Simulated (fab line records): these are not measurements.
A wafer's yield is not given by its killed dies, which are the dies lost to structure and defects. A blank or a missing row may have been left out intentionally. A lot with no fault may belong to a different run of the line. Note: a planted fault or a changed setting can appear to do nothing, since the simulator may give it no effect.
Matching of chambers -- flow n5-finfet -- 3 sister chambers for N5_BEOL_M5_CURE_79 on uv-cure-02
The step cures SiCOH lowk, time 240 s. 3 wafers are shown with their chamber, then 9 later ones without.

## WAFERS, EACH WITH ITS CHAMBER
wafer,chamber,wafer_temp_C_max
L079.6,2,386.9
L082.6,0,387.6
L089.4,1,386.1

## WAFERS WITH NO CHAMBER GIVEN
wafer,wafer_temp_C_max
L086.2,387.4
L086.4,386.9
L086.5,386.8
L093.1,386.3
L093.2,386.1
L093.6,386.2
L097.4,385.4
L097.5,385.4
L097.6,386.0

## WHICH CHAMBER EACH ONE RAN IN
wafer,from the rows above,in truth
L086.2,can't be placed: 0 or 2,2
L086.4,2,2
L086.5,can't be placed: 2 or 1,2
L093.1,can't be placed: 1 or 2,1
L093.2,1,1
L093.6,can't be placed: 1 or 2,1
L097.4,1,1
L097.5,1,1
L097.6,1,1
5 of 9 placed correctly. From these rows, 4 cannot be placed; in 4 the true chamber is one of the candidates. 0 placed wrongly.
How it was worked out, from the rows above alone: a wafer's distance from a chamber is the root of the sum, over the readings, of the square of ((its reading less the chamber's mean) divided by the reading's scatter). If the next closest chamber is less than 2 further off than the closest, the wafer can't be placed; otherwise it belongs to the closest. A chamber's mean is the mean of its shown wafers. The scatter: with one shown wafer a chamber, the root of the mean of the squares of how far each hidden wafer lies from its nearest shown one.
